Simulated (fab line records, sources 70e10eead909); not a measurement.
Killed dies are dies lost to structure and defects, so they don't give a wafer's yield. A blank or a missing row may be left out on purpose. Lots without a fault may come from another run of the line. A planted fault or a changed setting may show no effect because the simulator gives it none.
Chamber matching | flow nand_harc | NHARC_P_M1_DESCUM_14 on rie_diel-06: 4 sister chambers
The step chemistry O2, time 3 s. 4 wafers are shown with their chamber, then 11 later ones without.

WAFERS WITH THEIR CHAMBER
wafer  | chamber | drypump_motor_current_A (A)
L081.6 | 2       | 5.6
L088.5 | 1       | 6.3
L093.2 | 3       | 5.8
L094.1 | 0       | 6.5

WAFERS WITHOUT THEIR CHAMBER
wafer  | drypump_motor_current_A (A)
L094.2 | 5.5
L094.4 | 6.3
L094.3 | 5.8
L094.5 | 5.8
L094.6 | 5.5
L097.1 | 6.5
L097.4 | 5.5
L097.6 | 6.3
L096.1 | 6.5
L096.2 | 5.8
L096.4 | 5.5

WHICH CHAMBER EACH WENT THROUGH
wafer  | from the rows above | in truth
L094.2 | 2                   | 2
L094.4 | 1                   | 1
L094.3 | 3                   | 3
L094.5 | 3                   | 3
L094.6 | 2                   | 2
L097.1 | 0                   | 0
L097.4 | 2                   | 2
L097.6 | 1                   | 1
L096.1 | 0                   | 0
L096.2 | 3                   | 3
L096.4 | 2                   | 2
Placed correctly: 11 of 11. Can't be placed from these rows: 0. Placed wrongly: 0.
How it was worked out, from the rows above alone: a wafer's distance from a chamber is the root of the sum, over the readings, of the square of ((its reading less the chamber's mean) divided by the reading's scatter). The wafer belongs to the nearest chamber; if the next one is less than 2 further off, it can't be placed. A chamber's mean is the mean of its shown wafers. The scatter: with one shown wafer a chamber, the root of the mean of the squares of how far each hidden wafer lies from its nearest shown one.
